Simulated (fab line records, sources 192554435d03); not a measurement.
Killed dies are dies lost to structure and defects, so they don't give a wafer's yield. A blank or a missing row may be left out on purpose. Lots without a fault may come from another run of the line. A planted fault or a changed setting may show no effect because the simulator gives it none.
fab line records | flow n5_finfet | part 1 of 2: steps 1 to 4 of 6
record lots=24 wafers=72 last_day=18
route steps=1938 shown SD_EPI_P@312 SD_ACTIVATION@331 SDB@357
lots that met no fault: from a run of the same line without faults
start_h: hours from the record's first day to the start of the lot's first wafer shown | wait_h: hours since the lot's step before | " the same as in the row above | L1.1+2: a row that stands for several wafers | - no value, or no start given | * or withheld: withheld | < > ~ a bound
route shown NAME@n: a module of which the file shows steps, and the number in the route of the first | usual: mean/standard deviation of fault-free wafers | same: alike in all rows | chamber/n: place in a boat | sites: the reading at each site | _std_site: their standard deviation | _edge_site: outer sites' mean less inner sites' | radius_mm: how far each site lies from the wafer's centre | mask NAME#n: copy n | behind: the tool/chamber that last shaped the wafer | hold: why the lot was held/for how many hours/how that ended | device: the transistor (n, p or np) that didn't switch | end of line: the same wafers' tests at the end of the route | a step without rows: its recipe alone | killed: dies lost to structure and defects at the first sort, not the wafer's yield | map: a wafer's dies, x killed, . not, _ none there
set.NAME: the setting as run; set.NAME@STEP: as run at that earlier step | model.NAME: the simulator's own value behind a step, which no gauge read
steps of the route over a sample of lots; a table a step, a row a wafer
services: from which hour (start_h, from the record's first day; less than 0 if before it) a tool's chamber was out of use, for how many hours, and why
## steps
# step N5_SD_EPI_P_ETCH_16
# recipe chemistry=CHF3/O2 target=SiO2 target_depth_a=50 mask_material=SOC pressure_mtorr=30 source_w=650 bias_w=170 Ar_flow_sccm=200 CHF3_flow_sccm=50 O2_flow_sccm=5 ion_energy_ev=200
# usual drypump_motor_current_A=5.7/0.59 oes_product_au=0.76/0.078 rf_vpp_V=522/11 showerhead_plenum_p_Torr=2.42/0.065 throttle_valve_pct=18.92/0.2
# columns lot.wafer tool chamber start_h wait_h drypump_motor_current_A oes_product_au rf_hours_counter_h rf_vpp_V showerhead_plenum_p_Torr throttle_valve_pct
L074.2 rie_diel-06 3 55.73 0.1 5.8 0.84 66 552 2.53 18.73
L074.3 " 0 " " 6.2 0.78 134 525 2.32 19.02
L074.6 " 0 " " 6.2 0.78 - 526 2.32 19.03
L075.1 rie_diel-01 2 58.66 0.1 6.0 0.85 54 514 2.46 18.91
L075.3 " 0 " " 5.2 0.80 117 516 2.43 19.18
L075.5 " 1 " " 4.9 0.73 - 518 2.49 18.79
L076.2 rie_diel-01 3 68.26 0.1 5.9 0.76 158 513 2.31 18.95
L076.5 " 3 " " 5.9 0.76 - 515 2.31 18.93
L076.6 " 2 " " 6.0 0.85 - 513 2.46 18.91
L077.2 rie_diel-01 3 71.28 0.1 5.9 0.76 159 514 2.31 18.94
L077.3 " 0 " " 5.2 0.79 121 516 2.43 19.20
L077.6 " 0 " " 5.2 0.78 - 515 2.43 19.19
L078.2 rie_diel-03 1 77.63 0.1 5.7 0.66 250 518 2.46 19.00
L078.3 " 3 " " 5.4 0.72 175 518 2.49 19.02
L078.6 " 3 " " 5.4 0.73 - 517 2.49 19.03
L079.1 rie_diel-01 1 85.10 0.1 4.8 0.73 169 518 2.49 18.80
L079.2 " 2 " " 6.0 0.84 60 514 2.46 18.90
L079.5 " 2 " " 6.0 0.85 - 513 2.46 18.93
L080.1 rie_diel-03 0 93.69 0.1 6.5 0.68 224 542 2.47 18.73
L080.4 " 3 " " 5.4 0.72 - 516 2.49 19.04
L080.5 " 0 " " 6.5 0.67 - 541 2.47 18.76
L081.3 rie_diel-03 0 97.85 0.1 6.5 0.68 225 542 2.47 18.76
L081.4 " 0 " " 6.5 0.68 - 541 2.47 18.75
L081.6 " 2 " " 6.6 0.70 - 527 2.39 19.12
L082.1 rie_diel-03 3 102.88 0.1 5.4 0.72 186 516 2.49 19.03
L082.2 " 2 " " 6.6 0.69 215 527 2.39 19.11
L082.4 " 2 " " 6.6 0.69 - 525 2.39 19.12
L083.1 rie_diel-03 0 108.92 0.1 6.5 0.68 230 541 2.47 18.75
L083.3 " 1 " " 5.7 0.99 1 519 2.46 18.61
L083.5 " 1 " " 5.7 0.98 - 517 2.46 18.59
L084.3 rie_diel-03 1 111.97 0.1 5.7 0.97 1 517 2.46 18.60
L084.4 " 0 " " 6.5 0.67 230 542 2.47 18.75
L084.6 " 2 " " 6.6 0.68 - 527 2.39 19.15
L085.3 rie_diel-06 3 119.05 0.1 5.7 0.83 85 552 2.52 18.76
L085.5 " 3 " " 5.7 0.83 - 552 2.52 18.76
L085.6 " 0 " " 6.2 0.76 - 528 2.31 19.07
L086.1 rie_diel-01 2 126.84 0.1 6.0 0.83 72 513 2.46 18.93
L086.3 " 3 " " 5.9 0.75 173 512 2.30 18.96
L086.4 " 0 " " 5.2 0.77 136 516 2.43 19.22
L087.3 rie_diel-06 1 131.26 0.1 5.1 0.73 199 505 2.39 18.92
L087.4 " 2 " " 5.0 0.93 16 532 2.37 18.39
L087.5 " 0 " " 6.3 0.76 - 526 2.31 19.06
L088.1 rie_diel-03 3 137.34 0.1 5.4 0.71 194 516 2.48 19.07
L088.3 " 2 " " 6.6 0.68 223 529 2.39 19.14
L088.4 " 0 " " 6.5 0.68 236 541 2.47 18.78
L089.2 rie_diel-01 1 146.06 0.1 4.8 0.71 186 516 2.48 18.82
L089.4 " 2 " " 6.0 0.82 78 511 2.45 18.96
L089.5 " 1 " " 4.8 0.71 - 517 2.48 18.82
L090.1 rie_diel-01 0 151.58 0.1 5.2 0.77 144 517 2.42 19.22
L090.3 " 1 " " 4.9 0.71 188 518 2.48 18.81
L090.5 " 1 " " 4.9 0.72 - 516 2.48 18.81
L091.3 rie_diel-01 2 157.73 0.1 6.0 0.81 81 514 2.45 18.97
L091.5 " 1 " " 4.8 0.70 - 518 2.48 18.81
L091.6 " 2 " " 6.0 0.83 - 512 2.45 18.96
L093.2 rie_diel-06 1 169.39 0.1 5.1 0.72 211 506 2.39 18.92
L093.4 " 3 " " 5.7 0.80 101 550 2.52 18.79
L093.6 " 1 " " 5.1 0.72 - 505 2.39 18.94
L092.1 rie_diel-01 0 174.25 0.1 5.2 0.76 151 516 2.42 19.24
L092.2 " 3 " " 5.9 0.72 188 514 2.30 18.97
L092.3 " 2 " " 6.0 0.81 86 513 2.45 18.95
L094.3 rie_diel-03 3 177.81 0.1 5.5 0.70 207 517 2.48 19.08
L094.5 " 1 " " 5.7 0.91 - 518 2.45 18.62
L094.6 " 2 " " 6.6 0.67 - 526 2.38 19.15
L095.1 rie_diel-06 3 181.02 0.1 5.7 0.80 104 550 2.52 18.81
L095.3 " 2 " " 5.0 0.90 32 533 2.36 18.40
L095.6 " 0 " " 6.2 0.76 - 525 2.31 19.08
L096.1 rie_diel-06 0 186.27 0.1 6.2 0.75 171 527 2.31 19.10
L096.4 " 2 " " 4.9 0.90 34 531 2.36 18.40
L096.5 " 0 " " 6.3 0.74 - 525 2.31 19.06
L097.1 rie_diel-03 2 193.80 0.1 6.6 0.66 242 527 2.38 19.16
L097.3 " 1 " " 5.7 0.90 26 515 2.45 18.64
L097.6 " 3 " " 5.4 0.70 - 517 2.48 19.09
# step N5_SD_EPI_P_SD_RECESS_17
# recipe chemistry=HBr/Cl2/O2 target_depth_a=391 bt_time_s=3 pressure_mtorr=10 icp_w=800 bias_w=112 HBr_flow_sccm=150 Cl2_flow_sccm=80 O2_flow_sccm=12
# usual drypump_motor_current_A=5.5/0.52 mfc_cl2_sccm=80.02/0.22 oes_product_au=0.994/0.014 throttle_valve_pct=36.97/0.24
# columns lot.wafer tool chamber start_h wait_h drypump_motor_current_A mfc_cl2_sccm oes_product_au rf_hours_counter_h throttle_valve_pct
L074.2 rie_si-05 1 55.80 0.0 5.8 80.24 0.993 56 36.69
L074.3 " 0 " " 5.0 80.22 1.011 202 37.03
L074.6 " 2 " " 5.2 79.73 0.989 - 37.07
L075.1 rie_si-02 1 58.73 0.0 5.5 80.25 0.995 84 36.98
L075.3 " 0 " " 5.1 80.14 1.035 157 36.96
L075.5 " 0 " " 5.1 80.15 1.026 - 36.98
L076.2 rie_si-05 3 68.33 0.0 4.8 80.09 0.979 145 37.22
L076.5 " 3 " " 4.8 79.97 0.978 - 37.22
L076.6 " 1 " " 5.8 80.26 0.998 - 36.67
L077.2 rie_si-02 1 71.36 0.0 5.5 79.84 0.989 85 36.98
L077.3 " 3 " " 5.8 80.19 0.992 66 36.84
L077.6 " 0 " " 5.2 80.52 1.033 - 36.98
L078.2 rie_si-03 1 77.70 0.0 5.8 80.39 0.972 86 37.26
L078.3 " 2 " " 6.2 80.08 0.992 38 37.24
L078.6 " 1 " " 5.8 79.84 0.978 - 37.28
L079.1 rie_si-02 3 85.17 0.0 5.8 80.28 0.983 67 36.84
L079.2 " 2 " " 4.8 79.84 0.996 181 37.14
L079.5 " 2 " " 4.8 79.80 0.985 - 37.13
L080.1 rie_si-02 2 93.76 0.0 4.8 80.47 0.989 181 37.13
L080.4 " 2 " " 4.8 80.22 0.995 - 37.15
L080.5 " 1 " " 5.5 80.28 0.991 - 36.99
L081.3 rie_si-05 3 97.92 0.0 4.8 79.80 0.978 145 37.25
L081.4 " 0 " " 5.0 80.17 1.000 0 36.65
L081.6 " 2 " " 5.2 80.44 0.988 - 37.09
L082.1 rie_si-05 2 102.95 0.0 5.1 80.08 0.991 66 37.08
L082.2 " 1 " " 5.8 79.74 1.003 57 36.67
L082.4 " 3 " " 4.8 79.93 0.975 145 37.24
L083.1 rie_si-02 1 108.99 0.0 5.5 80.10 0.997 85 36.97
L083.3 " 2 " " 4.9 80.31 1.001 181 37.15
L083.5 " 3 " " 5.8 80.10 0.979 - 36.83
L084.3 rie_si-03 0 112.04 0.0 5.0 80.30 0.985 23 36.51
L084.4 " 2 " " 6.3 79.99 1.000 38 37.22
L084.6 " 1 " " 5.8 79.83 0.966 - 37.29
L085.3 rie_si-05 0 119.12 0.0 5.0 80.10 0.990 1 36.65
L085.5 " 1 " " 5.8 79.86 0.996 - 36.68
L085.6 " 0 " " 5.0 79.87 1.003 - 36.63
L086.1 rie_si-03 1 126.91 0.0 5.8 80.06 0.977 87 37.29
L086.3 " 2 " " 6.2 80.17 1.000 38 37.24
L086.4 " 0 " " 5.0 80.30 0.987 24 36.51
L087.3 rie_si-03 3 131.33 0.0 6.6 80.03 1.001 96 36.82
L087.4 " 0 " " 5.1 79.67 0.998 24 36.53
L087.5 " 3 " " 6.6 79.83 0.998 - 36.81
L088.1 rie_si-03 3 137.41 0.0 6.5 79.88 0.993 96 36.80
L088.3 " 0 " " 5.0 79.68 0.985 24 36.51
L088.4 " 2 " " 6.2 79.91 0.991 39 37.24
L089.2 rie_si-05 3 146.14 0.0 4.8 79.72 0.970 146 37.24
L089.4 " 2 " " 5.1 80.07 0.990 66 37.09
L089.5 " 2 " " 5.2 80.23 0.987 - 37.10
L090.1 rie_si-05 3 151.65 0.0 4.9 79.72 0.972 146 37.25
L090.3 " 2 " " 5.2 80.15 0.987 66 37.09
L090.5 " 1 " " 5.8 80.12 0.995 - 36.67
L091.3 rie_si-05 2 157.80 0.0 5.2 79.87 0.988 66 37.08
L091.5 " 3 " " 4.9 80.18 0.980 - 37.26
L091.6 " 0 " " 5.0 80.08 0.998 - 36.64
L093.2 rie_si-02 1 169.46 0.0 5.5 80.05 0.995 87 36.99
L093.4 " 2 " " 4.8 80.50 0.991 182 37.14
L093.6 " 1 " " 5.5 79.96 0.993 - 36.98
L092.1 rie_si-02 0 174.32 0.0 5.2 80.24 1.031 159 36.96
L092.2 " 1 " " 5.5 79.97 0.992 87 37.00
L092.3 " 3 " " 5.8 80.17 0.991 68 36.84
L094.3 rie_si-03 2 177.88 0.0 6.2 79.79 1.000 39 37.25
L094.5 " 2 " " 6.3 80.00 0.994 - 37.25
L094.6 " 1 " " 5.8 80.23 0.967 - 37.30
L095.1 rie_si-03 3 181.09 0.0 6.6 79.58 1.007 97 36.80
L095.3 " 2 " " 6.3 79.88 0.992 39 37.23
L095.6 " 2 " " 6.3 79.65 0.997 - 37.24
L096.1 rie_si-02 0 186.35 0.0 5.2 79.93 1.029 159 36.98
L096.4 " 1 " " 5.5 79.53 0.990 87 36.98
L096.5 " 2 " " 4.8 79.88 0.996 - 37.15
L097.1 rie_si-05 3 193.87 0.0 4.8 79.85 0.974 147 37.23
L097.3 " 0 " " 5.0 79.90 0.993 2 36.66
L097.6 " 1 " " 5.8 80.16 0.989 - 36.68
# step N5_SD_ACTIVATION_LSA_01
# recipe temp_c=1080 time_s=0.0008 ambient=N2
# usual wafer_temp_C_max=1085.4/2.8
# columns lot.wafer tool chamber start_h wait_h wafer_temp_C_max
L074.2 laser_anneal-01 0 60.04 0.2 1082.3
L074.3 " 0 " " 1082.8
L074.6 " 0 " " 1082.9
L075.1 laser_anneal-02 0 62.01 0.2 1088.8
L075.3 " 0 " " 1087.2
L075.5 " 0 " " 1089.7
L076.2 laser_anneal-01 0 72.46 0.2 1082.5
L076.5 " 0 " " 1081.6
L076.6 " 0 " " 1081.9
L077.2 laser_anneal-02 0 74.65 0.2 1090.3
L077.3 " 0 " " 1089.9
L077.6 " 0 " " 1088.0
L078.2 laser_anneal-01 0 81.00 0.2 1082.5
L078.3 " 0 " " 1084.0
L078.6 " 0 " " 1082.3
L079.1 laser_anneal-02 0 88.43 0.2 1087.0
L079.2 " 0 " " 1086.0
L079.5 " 0 " " 1085.9
L080.1 laser_anneal-01 0 97.13 0.2 1083.5
L080.4 " 0 " " 1082.1
L080.5 " 0 " " 1082.7
L081.3 laser_anneal-02 0 101.24 0.2 1086.5
L081.4 " 0 " " 1087.2
L081.6 " 0 " " 1089.6
L082.1 laser_anneal-01 0 106.44 0.2 1082.0
L082.2 " 0 " " 1082.0
L082.4 " 0 " " 1083.0
L083.1 laser_anneal-02 0 113.09 0.2 1087.1
L083.3 " 0 " " 1087.7
L083.5 " 0 " " 1089.7
L084.3 laser_anneal-02 0 115.42 0.2 1085.3
L084.4 " 0 " " 1087.4
L084.6 " 0 " " 1089.1
L085.3 laser_anneal-02 0 122.57 0.2 1088.7
L085.5 " 0 " " 1086.4
L085.6 " 0 " " 1087.6
L086.1 laser_anneal-02 0 130.28 0.2 1089.3
L086.3 " 0 " " 1088.1
L086.4 " 0 " " 1088.3
L087.3 laser_anneal-01 0 134.66 0.2 1084.7
L087.4 " 0 " " 1083.0
L087.5 " 0 " " 1083.3
L088.1 laser_anneal-01 0 140.70 0.2 1083.2
L088.3 " 0 " " 1082.9
L088.4 " 0 " " 1082.2
L089.2 laser_anneal-01 0 149.57 0.2 1083.8
L089.4 " 0 " " 1083.2
L089.5 " 0 " " 1083.1
L090.1 laser_anneal-01 0 154.94 0.2 1083.1
L090.3 " 0 " " 1083.2
L090.5 " 0 " " 1082.5
L091.3 laser_anneal-02 0 161.13 0.2 1087.3
L091.5 " 0 " " 1087.5
L091.6 " 0 " " 1087.7
L093.2 laser_anneal-01 0 173.59 0.2 1082.8
L093.4 " 0 " " 1083.5
L093.6 " 0 " " 1083.3
L092.1 laser_anneal-02 0 177.74 0.2 1090.8
L092.2 " 0 " " 1087.4
L092.3 " 0 " " 1087.9
L094.3 laser_anneal-01 0 182.13 0.2 1083.6
L094.5 " 0 " " 1083.8
L094.6 " 0 " " 1082.7
L095.1 laser_anneal-01 0 185.64 0.2 1083.3
L095.3 " 0 " " 1083.0
L095.6 " 0 " " 1082.8
L096.1 laser_anneal-02 0 189.80 0.2 1085.8
L096.4 " 0 " " 1088.6
L096.5 " 0 " " 1089.1
L097.1 laser_anneal-01 0 197.99 0.2 1083.0
L097.3 " 0 " " 1084.0
L097.6 " 0 " " 1084.1
# step N5_SDB_OVL_MEAS_12
# recipe points_per_wafer=44
# usual SDB_OVL=0.1/0.73
# columns lot.wafer tool chamber start_h wait_h SDB_OVL[nm]
L074.2 overlay-02 0 67.20 0.0 -0.2
L074.3 " 0 " " -0.9
L074.6 " 0 " " -0.1
L075.1 overlay-01 0 69.45 0.0 0.9
L075.3 " 0 " " 0.8
L075.5 " 0 " " 1.1
L076.2 overlay-02 0 79.75 0.0 -0.4
L076.5 " 0 " " -0.9
L076.6 " 0 " " -0.7
L077.2 overlay-01 0 81.94 0.0 -0.3
L077.3 " 0 " " 0.6
L077.6 " 0 " " 0.4
L078.2 overlay-02 0 88.30 0.0 0.0
L078.3 " 0 " " -0.3
L078.6 " 0 " " 0.0
L079.1 overlay-02 0 95.74 0.0 -1.3
L079.2 " 0 " " -1.8
L079.5 " 0 " " 0.3
L080.1 overlay-01 0 104.54 0.0 1.0
L080.4 " 0 " " 0.8
L080.5 " 0 " " 0.0
L081.3 overlay-01 0 113.40 0.0 0.1
L081.4 " 0 " " 0.2
L081.6 " 0 " " -0.4
L082.1 overlay-02 0 113.74 0.0 0.1
L082.2 " 0 " " 0.2
L082.4 " 0 " " 0.4
L083.1 overlay-01 0 120.97 0.0 0.6
L083.3 " 0 " " 0.5
L083.5 " 0 " " -0.1
L084.3 overlay-01 0 122.97 0.0 0.4
L084.4 " 0 " " 0.0
L084.6 " 0 " " 0.2
L085.3 overlay-02 0 130.03 0.0 -0.9
L085.5 " 0 " " 0.0
L085.6 " 0 " " 0.1
L086.1 overlay-01 0 137.60 0.0 0.8
L086.3 " 0 " " -0.1
L086.4 " 0 " " -0.2
L087.3 overlay-02 0 142.36 0.0 0.2
L087.4 " 0 " " 0.0
L087.5 " 0 " " 1.2
L088.1 overlay-02 0 148.64 0.0 0.9
L088.3 " 0 " " -0.1
L088.4 " 0 " " -0.4
L089.2 overlay-02 0 158.04 0.0 -0.7
L089.4 " 0 " " 0.0
L089.5 " 0 " " 0.2
L090.1 overlay-01 0 162.48 0.0 0.9
L090.3 " 0 " " 0.4
L090.5 " 0 " " 0.3
L091.3 overlay-02 0 168.37 0.0 0.8
L091.5 " 0 " " 0.2
L091.6 " 0 " " -0.8
L093.2 overlay-02 0 180.85 0.0 -0.1
L093.4 " 0 " " 0.1
L093.6 " 0 " " 0.2
L092.1 overlay-01 0 187.56 0.0 -0.3
L092.2 " 0 " " 0.7
L092.3 " 0 " " 0.2
L094.3 overlay-02 0 190.90 0.0 -1.5
L094.5 " 0 " " 0.9
L094.6 " 0 " " -0.4
L095.1 overlay-02 0 194.85 0.0 -0.2
L095.3 " 0 " " 0.4
L095.6 " 0 " " 0.6
L096.1 overlay-01 0 198.68 0.0 1.4
L096.4 " 0 " " 0.1
L096.5 " 0 " " 0.3
L097.1 overlay-02 0 205.65 0.0 -0.9
L097.3 " 0 " " 1.2
L097.6 " 0 " " -0.7
